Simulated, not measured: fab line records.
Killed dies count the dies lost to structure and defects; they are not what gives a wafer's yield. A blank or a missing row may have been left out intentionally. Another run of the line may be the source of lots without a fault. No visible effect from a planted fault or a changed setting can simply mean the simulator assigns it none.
A lot that was struck, set against a sound lot    flow nand harc    14 out of 1302 route steps
Sound: the wafers L905.3, L905.4, L905.5. The struck wafers were L908.2, L908.5, L908.6. The cause comes at the end.
Each step with rows lists, per side, the tool, then ch with its chambers, then its first start. Under that, the readings that differ: sound wafers    struck wafers    difference of the means    sigmas: that difference in standard deviations of wafers without a fault.
alike: a reading whose means differ by less than 2 such deviations, as well as words and numbers matching on both sides. not compared: withheld readings; readings where some wafer has no value; bounds like >300 that might hide an equal value; numbers whose values overlap and for which the record gives no deviation.
A row with sigmas, a row that says differs or no value, or rows on one side alone: a step with any of these is where the two part. Numbers that don't overlap but have no deviation are shown without sigmas and don't part them. A reading missing from all wafers of one side parts the sides only when that side holds two or more wafers.

NHARC_A_CHANNEL_FILL_D2_ALD_03: deposits SiNx, target thk 6 nm, pulse time 60 s, ald cycles 58.
  sound on ald sin batch-01 ch 0; struck on ald sin batch-01 ch 0
  alike: chamber pressure Torr, precursor pulse height rel
NHARC_A_CHANNEL_FILL_D2_ALD_14: deposits SiO2, target thk 2.5 nm, pulse time 10 s, ald cycles 25.
  sound on ald hk-01 ch 0,2, day 18 17:37; struck on ald hk-01 ch 0,2,3, day 20 05:39
  alike: heater power outer w, heater power w, precursor pulse height rel
NHARC_A_CHANNEL_FILL_D2_ALD_15: deposits SiNx, target thk 2 nm, pulse time 60 s, ald cycles 19.
  sound on ald sin batch-03 ch 0, day 18 21:15; struck on ald sin batch-01 ch 0, day 20 08:50
reading                     sound              struck             difference  sigmas
precursor pulse height rel  1.010 0.938 0.990  1.022 1.028 1.021  +0.044      +2
  alike: chamber pressure Torr
NHARC_A_CHANNEL_FILL_D2_ALD_16: deposits SiO2, target thk 1.5 nm, pulse time 10 s, ald cycles 15.
  sound on ald hk-02 ch 2,3, day 18 23:16; struck on ald hk-03 ch 0,1,3, day 20 10:56
  alike: heater power outer w, heater power w, precursor pulse height rel
then, 2 steps without rows for these wafers: NHARC_A_CHANNEL_FILL_D2_ANNEAL_17 (time 1800 s); NHARC_A_CHANNEL_FILL_D2_CVD_18 (deposits poly-Si, target thk 3 nm).
NHARC_A_CHANNEL_FILL_D2_ETCHBACK_19: etches the open film in HBr/Cl2, target depth 5 nm, time 1.7 s.
  sound on rie si-04 ch 0,1,3, day 19 11:08; struck on rie si-03 ch 1,2, day 20 22:38
  alike: drypump motor current A, oes product au, throttle valve pct
  not compared: rf hours counter h
then, 5 steps without rows for these wafers: NHARC_A_CHANNEL_FILL_D2_ETCHBACK_20 (etches the open film in C4F8/O2/Ar, target depth 27 nm, time 13.5 s); NHARC_A_CHANNEL_FILL_D2_STRIP_28 (strips in O2, time 20 s); NHARC_A_CHANNEL_FILL_D2_PRECLEAN_21 (cleans in dHF, time 30 s); NHARC_A_CHANNEL_FILL_D2_SRD_23; NHARC_A_CHANNEL_FILL_D2_CVD_05 (deposits poly-Si, target thk 5 nm).
NHARC_A_CHANNEL_FILL_D2_ANNEAL_22: time 7200 s.
  sound on furnace-06 ch 0, day 19 19:07; struck on furnace-03 ch 0, day 21 07:09
reading                   sound                 struck                difference  sigmas
spike tc bottom C (C)     646.7 645.7 646.6     629.3 628.4 627.8     -17.8       -9
spike tc centre C (C)     621.2 619.9 619.1     605.3 605.9 608.2     -13.6       -12
spike tc lower C (C)      619.2 618.4 619.0     604.6 604.6 604.1     -14.4       -12
spike tc top C (C)        635 633 635           621 623 624           -12         -4
spike tc upper C (C)      620.3 620.4 621.6     603.2 604.2 604.9     -16.7       -12
tube center temp C (C)    620.02 620.05 620.03  605.35 605.49 605.43  -14.61      -99 or more
tube_center_temp_C_max    621.10 621.60 621.71  607.12 607.11 606.88  -14.43      -56
zone power lower pct (%)  10.3 10.3 10.4        8.1 8.2 8.2           -2.2        -2
zone power top pct (%)    19.69 19.46 19.50     18.44 17.94 17.84     -1.48       -5
NHARC_END_SORT_01:
  the record has rows for the sound wafers here (prober-01 ch 0, day 29 10:38) and none for the struck ones

== WHERE THEY PART ==
Earliest at NHARC_A_CHANNEL_FILL_D2_ALD_15; latest, in this record, at NHARC_END_SORT_01.

WHY: the cause the simulator had injected
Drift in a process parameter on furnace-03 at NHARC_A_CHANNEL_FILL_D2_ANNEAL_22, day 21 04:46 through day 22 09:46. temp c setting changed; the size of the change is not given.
